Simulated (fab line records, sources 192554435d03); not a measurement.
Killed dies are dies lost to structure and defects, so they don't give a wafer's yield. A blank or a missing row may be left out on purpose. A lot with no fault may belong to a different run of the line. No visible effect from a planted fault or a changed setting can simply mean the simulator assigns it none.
Which tool is to blame?	flow n5 finfet	72 wafers from 24 lots sampled at 6 of the route's 1938 steps

## WHAT THE GAUGES SHOWED, per wafer
The record holds no reading of a measuring or inspecting step that can be judged against a usual standard deviation.

## TOOL THAT RAN EACH LOT (tool first, then ch and the chambers of the sampled wafers, then the start)
lot	N5_BEOL_M10_PRE_CLEAN_45	N5_BEOL_M10_ALD_74	N5_BEOL_M10_SPUTTER_48	N5_BEOL_M11_ILD_DEP_00	N5_BEOL_M11_ETCH_61	N5_BEOL_M11_ETCH_62
L074	pvd sputter-02, day 10 20:16	ald metal-01 ch 0,1,2, day 10 20:20	pvd sputter-02, day 10 21:02	pecvd-03 ch 0,2, day 10 22:18	rie diel-06 ch 0,2,3, day 11 01:46	rie diel-06 ch 0,2,3, day 11 01:49
L076	pvd sputter-03, day 11 07:52	ald metal-01 ch 1,2,3, day 11 07:56	pvd sputter-03, day 11 08:33	pecvd-03 ch 0,1,2, day 11 09:42	rie diel-03 ch 0,2,3, day 11 11:15	rie diel-03 ch 0,2,3, day 11 11:18
L077	pvd sputter-03, day 11 08:23	ald metal-03 ch 2,3, day 11 08:32	pvd sputter-03, day 11 09:40	pecvd-01 ch 0,2, day 11 10:43	rie diel-06 ch 1,2, day 11 14:03	rie diel-06 ch 1,2, day 11 14:06
L075	pvd sputter-03, day 11 08:50	ald metal-04 ch 0,2, day 11 08:58	pvd sputter-03, day 11 10:04	pecvd-03 ch 0,2, day 11 11:07	rie diel-04 ch 0,1, day 11 14:09	rie diel-04 ch 0,1, day 11 14:12
L078	pvd sputter-01, day 11 14:24	ald metal-03 ch 0,1,3, day 11 14:28	pvd sputter-03, day 11 15:04	pecvd-01 ch 1,2, day 11 16:40	rie diel-03 ch 1,2, day 11 19:28	rie diel-03 ch 1,2, day 11 19:31
L079	pvd sputter-02, day 12 02:24	ald metal-03 ch 1,3, day 12 02:28	pvd sputter-03, day 12 03:13	pecvd-01 ch 0,1, day 12 04:14	rie diel-04 ch 0,1,3, day 12 05:47	rie diel-04 ch 0,1,3, day 12 05:50
L080	pvd sputter-02, day 12 05:41	ald metal-01 ch 1,2,3, day 12 05:48	pvd sputter-01, day 12 09:35	pecvd-04 ch 0,1,2, day 12 10:43	rie diel-04 ch 1,2,3, day 12 12:18	rie diel-04 ch 1,2,3, day 12 12:21
L083	pvd sputter-02, day 12 18:54	ald metal-01 ch 1,2, day 12 18:58	pvd sputter-03, day 12 19:37	pecvd-03 ch 1,2, day 12 20:49	rie diel-04 ch 1,2,3, day 12 23:46	rie diel-04 ch 1,2,3, day 12 23:49
L081	pvd sputter-02, day 12 19:30	ald metal-01 ch 2,3, day 12 19:34	pvd sputter-03, day 12 20:12	pecvd-03 ch 0,1, day 12 21:13	rie diel-06 ch 0,3, day 12 23:48	rie diel-06 ch 0,3, day 12 23:51
L082	pvd sputter-01, day 13 02:41	ald metal-04 ch 0,1,2, day 13 02:45	pvd sputter-01, day 13 03:17	pecvd-01 ch 1,2, day 13 04:20	rie diel-03 ch 1,2,3, day 13 06:23	rie diel-03 ch 1,2,3, day 13 06:26
L084	pvd sputter-03, day 13 06:04	ald metal-01 ch 1,2,3, day 13 06:17	pvd sputter-01, day 13 06:51	pecvd-03 ch 0,1,2, day 13 07:59	rie diel-04 ch 0,1, day 13 09:43	rie diel-04 ch 0,1, day 13 09:46
L086	pvd sputter-01, day 13 06:14	ald metal-04 ch 1,3, day 13 06:23	pvd sputter-01, day 13 07:07	pecvd-01 ch 0,1, day 13 08:15	rie diel-06 ch 0,2, day 13 10:10	rie diel-06 ch 0,2, day 13 10:13
L087	pvd sputter-02, day 13 21:41	ald metal-01 ch 1,2,3, day 13 21:58	pvd sputter-02, day 14 00:10	pecvd-04 ch 1,2, day 14 01:17	rie diel-03 ch 1,2,3, day 14 04:29	rie diel-03 ch 1,2,3, day 14 04:32
L085	pvd sputter-03, day 14 04:48	ald metal-01 ch 2,3, day 14 04:52	pvd sputter-03, day 14 05:25	pecvd-01 ch 0,1,2, day 14 06:28	rie diel-03 ch 0,1,3, day 14 11:30	rie diel-03 ch 0,1,3, day 14 11:33
L088	pvd sputter-03, day 14 05:00	ald metal-04 ch 1,2, day 14 05:04	pvd sputter-02, day 14 05:35	pecvd-03 ch 1,2, day 14 06:59	rie diel-04 ch 2,3, day 14 11:23	rie diel-04 ch 2,3, day 14 11:26
L089	pvd sputter-03, day 14 08:36	ald metal-01 ch 1,2,3, day 14 08:41	pvd sputter-03, day 14 09:17	pecvd-03 ch 0,1, day 14 10:18	rie diel-03 ch 0,2, day 14 12:00	rie diel-03 ch 0,2, day 14 12:03
L090	pvd sputter-01, day 14 11:10	ald metal-03 ch 0,2,3, day 14 11:14	pvd sputter-01, day 14 11:58	pecvd-01 ch 0,2, day 14 13:31	rie diel-06 ch 1,2, day 14 15:31	rie diel-06 ch 1,2, day 14 15:34
L091	pvd sputter-01, day 14 17:12	ald metal-03 ch 0,3, day 14 17:29	pvd sputter-03, day 14 18:04	pecvd-03 ch 0,1,2, day 14 19:05	rie diel-06 ch 2,3, day 14 21:47	rie diel-06 ch 2,3, day 14 21:50
L092	pvd sputter-01, day 15 04:02	ald metal-04 ch 0,2,3, day 15 04:19	pvd sputter-01, day 15 05:41	pecvd-03 ch 1,2, day 15 07:39	rie diel-04 ch 0,2,3, day 15 11:55	rie diel-04 ch 0,2,3, day 15 11:58
L094	pvd sputter-01, day 15 18:34	ald metal-01 ch 0,1, day 15 18:39	pvd sputter-01, day 15 19:17	pecvd-03 ch 0,1,2, day 15 20:28	rie diel-06 ch 1,2, day 15 22:26	rie diel-06 ch 1,2, day 15 22:29
L093	pvd sputter-03, day 15 21:55	ald metal-03 ch 2,3, day 15 21:59	pvd sputter-03, day 15 23:05	pecvd-01 ch 0,1, day 16 00:06	rie diel-06 ch 0,1,2, day 16 01:56	rie diel-06 ch 0,1,2, day 16 01:59
L097	pvd sputter-03, day 16 01:02	ald metal-04 ch 0,1,2, day 16 01:06	pvd sputter-01, day 16 01:35	pecvd-04 ch 0,1,2, day 16 02:38	rie diel-06 ch 0,1,2, day 16 04:32	rie diel-06 ch 0,1,2, day 16 04:37
L095	pvd sputter-02, day 16 03:02	ald metal-03 ch 0,1,2, day 16 03:05	pvd sputter-01, day 16 03:41	pecvd-04 ch 0,2, day 16 04:47	rie diel-06 ch 0,1, day 16 09:38	rie diel-06 ch 0,1, day 16 09:41
L096	pvd sputter-01, day 16 17:14	ald metal-03 ch 0,2,3, day 16 17:18	pvd sputter-03, day 16 17:57	pecvd-01 ch 0,1,2, day 16 19:14	rie diel-03 ch 0,2,3, day 16 22:44	rie diel-03 ch 0,2,3, day 16 22:47
- N5_BEOL_M10_PRE_CLEAN_45: time 30 s.
- N5_BEOL_M10_ALD_74: deposits TaN, target thk 2 nm, pulse time 2 s, purge time 3 s.
- N5_BEOL_M10_SPUTTER_48: material Cu, target thk 12 nm, time 2 s.
- N5_BEOL_M11_ILD_DEP_00: deposits SiCOH lowk from DEMS/porogen, target thk 308.51 nm, time 58 s.
- N5_BEOL_M11_ETCH_61: etches SiARC in CF4, target depth 39 nm, time 65 s.
- N5_BEOL_M11_ETCH_62: etches SOC in N2/H2, target depth 110 nm, overetch 22 nm, time 165 s.

## WHAT THE TOOLS THEMSELVES READ (means of the sampled wafers that have a number; where no wafer has one, the mark that the record gives instead)
N5_BEOL_M10_PRE_CLEAN_45. Usual: 330 W for heater power w, sd 31.
lot	tool	heater power w (W)	flag
L074	pvd sputter-02	339	
L076	pvd sputter-03	346	
L077	pvd sputter-03	341	
L075	pvd sputter-03	334	
L078	pvd sputter-01	315	
L079	pvd sputter-02	333	
L080	pvd sputter-02	332	
L083	pvd sputter-02	336	
L081	pvd sputter-02	357	
L082	pvd sputter-01	330	
L084	pvd sputter-03	341	
L086	pvd sputter-01	330	
L087	pvd sputter-02	342	
L085	pvd sputter-03	319	
L088	pvd sputter-03	333	
L089	pvd sputter-03	351	
L090	pvd sputter-01	300	
L091	pvd sputter-01	284	
L092	pvd sputter-01	304	
L094	pvd sputter-01	326	
L093	pvd sputter-03	338	
L097	pvd sputter-03	334	
L095	pvd sputter-02	353	
L096	pvd sputter-01	316	

N5_BEOL_M10_ALD_74. Usual: heater power w 408 W, standard deviation 70; mfc carrier sccm 1499 sccm, standard deviation 4.1.
lot	tool	heater power w (W)	mfc carrier sccm (sccm)	flag
L074	ald metal-01	427	1497	
L076	ald metal-01	394	1497	
L077	ald metal-03	404	1496	
L075	ald metal-04	376	1501	
L078	ald metal-03	397	1502	
L079	ald metal-03	404	1502	
L080	ald metal-01	393	1501	
L083	ald metal-01	398	1501	
L081	ald metal-01	344	1500	
L082	ald metal-04	457	1501	
L084	ald metal-01	391	1493	
L086	ald metal-04	497	1495	
L087	ald metal-01	390	1498	
L085	ald metal-01	349	1498	
L088	ald metal-04	526	1498	
L089	ald metal-01	391	1501	
L090	ald metal-03	400	1499	
L091	ald metal-03	365	1502	
L092	ald metal-04	379	1497	
L094	ald metal-01	422	1496	
L093	ald metal-03	438	1497	
L097	ald metal-04	454	1500	
L095	ald metal-03	436	1500	
L096	ald metal-03	404	1500	

N5_BEOL_M10_SPUTTER_48. Usual: 30.2 % for throttle valve pct, sd 1.2.
lot	tool	throttle valve pct (%)	flag
L074	pvd sputter-02	30.8	
L076	pvd sputter-03	29.8	
L077	pvd sputter-03	30.8	
L075	pvd sputter-03	29.6	
L078	pvd sputter-03	29.6	
L079	pvd sputter-03	30.2	
L080	pvd sputter-01	30.8	
L083	pvd sputter-03	30.8	
L081	pvd sputter-03	30.2	
L082	pvd sputter-01	31.0	
L084	pvd sputter-01	30.2	
L086	pvd sputter-01	30.3	
L087	pvd sputter-02	30.8	
L085	pvd sputter-03	31.3	
L088	pvd sputter-02	30.8	
L089	pvd sputter-03	30.0	
L090	pvd sputter-01	30.4	
L091	pvd sputter-03	29.7	
L092	pvd sputter-01	30.2	
L094	pvd sputter-01	30.3	
L093	pvd sputter-03	30.1	
L097	pvd sputter-01	30.2	
L095	pvd sputter-01	29.7	
L096	pvd sputter-03	30.5	

N5_BEOL_M11_ILD_DEP_00. Usual: heater power w 303 W, standard deviation 38; showerhead plenum p Torr 5.733 Torr, standard deviation 0.016; throttle valve pct 13.8 %, standard deviation 1.1.
lot	tool	heater power w (W)	showerhead plenum p Torr (Torr)	throttle valve pct (%)	flag
L074	pecvd-03	290	5.739	13.5	
L076	pecvd-03	310	5.749	13.8	
L077	pecvd-01	303	5.721	14.9	
L075	pecvd-03	319	5.742	13.1	
L078	pecvd-01	330	5.737	13.3	
L079	pecvd-01	286	5.716	14.9	
L080	pecvd-04	305	5.730	13.1	
L083	pecvd-03	330	5.746	13.2	
L081	pecvd-03	249	5.740	14.6	
L082	pecvd-01	317	5.715	13.4	
L084	pecvd-03	301	5.740	13.8	
L086	pecvd-01	300	5.717	14.8	
L087	pecvd-04	281	5.732	12.8	
L085	pecvd-01	321	5.718	14.2	
L088	pecvd-03	308	5.739	14.3	
L089	pecvd-03	294	5.742	14.5	
L090	pecvd-01	285	5.730	15.1	
L091	pecvd-03	321	5.751	13.9	
L092	pecvd-03	311	5.746	14.2	
L094	pecvd-03	289	5.745	13.9	
L093	pecvd-01	285	5.710	14.8	
L097	pecvd-04	316	5.729	13.2	
L095	pecvd-04	346	5.719	12.9	
L096	pecvd-01	285	5.728	14.1	

N5_BEOL_M11_ETCH_61. Usual: value, then standard deviation, for each; chamber pressure mTorr 40.00 mTorr / 0.042; drypump motor current A 5.8 A / 0.37; etch rf on time s 64.8 s / 1.2; oes product au 0.67 a.u. / 0.074; rf vpp V 183.9 V / 1.2; showerhead plenum p Torr 2.13 Torr / 0.073; throttle valve pct 15.66 % / 0.26.
lot	tool	chamber pressure mTorr (mTorr)	drypump motor current A (A)	etch rf on time s (s)	oes product au (a.u.)	rf vpp V (V)	showerhead plenum p Torr (Torr)	throttle valve pct (%)	flag
L074	rie diel-06	40.03	5.8	66.1	0.60	184.0	2.10	15.83	
L076	rie diel-03	40.05	5.8	64.4	0.76	184.3	2.15	15.43	
L077	rie diel-06	39.96	5.8	65.2	0.63	183.9	2.06	15.86	
L075	rie diel-04	40.02	5.7	63.2	0.70	183.7	2.14	15.42	
L078	rie diel-03	40.01	5.5	65.4	0.70	184.1	2.16	15.55	
L079	rie diel-04	40.00	5.7	63.4	0.68	184.5	2.19	15.51	
L080	rie diel-04	39.98	5.8	63.7	0.70	185.1	2.21	15.59	
L083	rie diel-04	39.98	5.8	64.0	0.70	185.0	2.21	15.59	
L081	rie diel-06	40.00	5.8	64.9	0.59	183.7	2.14	15.96	
L082	rie diel-03	39.96	5.9	66.2	0.66	183.6	2.12	15.64	
L084	rie diel-04	39.97	5.7	63.6	0.68	184.3	2.13	15.45	
L086	rie diel-06	40.00	5.5	66.5	0.58	184.4	2.15	16.11	
L087	rie diel-03	40.00	5.9	65.9	0.66	183.1	2.11	15.66	
L085	rie diel-03	39.98	6.0	65.4	0.67	183.1	2.12	15.55	
L088	rie diel-04	40.02	6.0	63.8	0.73	184.9	2.19	15.51	
L089	rie diel-03	40.03	5.4	64.9	0.74	184.8	2.18	15.43	
L090	rie diel-06	40.00	5.6	66.6	0.61	182.0	2.05	15.92	
L091	rie diel-06	39.98	5.7	65.9	0.60	182.8	2.04	15.79	
L092	rie diel-04	39.99	5.9	63.8	0.71	184.6	2.17	15.45	
L094	rie diel-06	39.98	5.7	65.3	0.60	182.6	2.05	15.93	
L093	rie diel-06	40.00	5.6	65.4	0.67	183.2	2.09	15.87	
L097	rie diel-06	40.03	5.6	65.1	0.66	183.0	2.09	15.87	
L095	rie diel-06	40.04	5.6	64.1	0.72	184.1	2.14	15.79	
L096	rie diel-03	39.98	5.8	65.0	0.70	183.3	2.13	15.50	

N5_BEOL_M11_ETCH_62. Usual: chamber pressure mTorr 30.001 mTorr, standard deviation 0.027; drypump motor current A 5.8 A, standard deviation 0.37; oes product au 0.66 a.u., standard deviation 0.07; rf vpp V 523.4 V, standard deviation 2.7; showerhead plenum p Torr 2.53 Torr, standard deviation 0.092; throttle valve pct 17.89 %, standard deviation 0.29.
lot	tool	chamber pressure mTorr (mTorr)	drypump motor current A (A)	oes product au (a.u.)	rf vpp V (V)	showerhead plenum p Torr (Torr)	throttle valve pct (%)	flag
L074	rie diel-06	29.992	5.8	0.60	522.1	2.49	18.08	
L076	rie diel-03	29.996	5.8	0.74	524.3	2.55	17.62	
L077	rie diel-06	30.029	5.8	0.62	521.5	2.44	18.12	
L075	rie diel-04	30.026	5.7	0.68	523.7	2.53	17.60	
L078	rie diel-03	29.989	5.5	0.70	524.9	2.56	17.83	
L079	rie diel-04	30.014	5.7	0.67	526.1	2.60	17.71	
L080	rie diel-04	30.007	5.8	0.68	526.5	2.63	17.84	
L083	rie diel-04	29.996	5.8	0.68	526.7	2.63	17.84	
L081	rie diel-06	29.987	5.8	0.58	524.5	2.54	18.20	
L082	rie diel-03	29.969	5.9	0.67	523.2	2.51	17.84	
L084	rie diel-04	30.032	5.7	0.67	523.5	2.53	17.61	
L086	rie diel-06	30.013	5.5	0.59	524.5	2.55	18.40	
L087	rie diel-03	30.028	5.9	0.65	521.8	2.51	17.85	
L085	rie diel-03	30.009	6.0	0.67	522.8	2.51	17.71	
L088	rie diel-04	29.995	5.9	0.72	525.9	2.62	17.83	
L089	rie diel-03	30.004	5.3	0.74	525.9	2.59	17.68	
L090	rie diel-06	30.003	5.6	0.61	519.5	2.43	18.19	
L091	rie diel-06	30.010	5.8	0.60	520.7	2.42	18.05	
L092	rie diel-04	29.985	5.8	0.70	524.9	2.58	17.70	
L094	rie diel-06	29.998	5.8	0.60	520.9	2.42	18.19	
L093	rie diel-06	29.983	5.6	0.66	522.4	2.48	18.15	
L097	rie diel-06	30.012	5.6	0.65	522.2	2.48	18.16	
L095	rie diel-06	30.003	5.6	0.71	523.5	2.54	18.10	
L096	rie diel-03	30.006	5.8	0.69	523.0	2.53	17.70	

## THE ANSWER, worked out from the rows above alone
Rule: lot off if the mean of its wafers having a number is beyond 3 standard deviations from the usual mean. A lot without any number at a reading at which 4 lots or more have one is off too. Any other lot the step has rows for is counted as sound. After the gauges, taken in route order, come the tools' own readings; for these a lot's mean is taken, as printed above. The first step at which some lot is off is used, and at that step the reading that is off furthest; a lot without a number counts as furthest.
No lot is off on any of the readings shown, so nothing can be concluded from this.

## WHAT THE SIMULATOR HAD INSERTED
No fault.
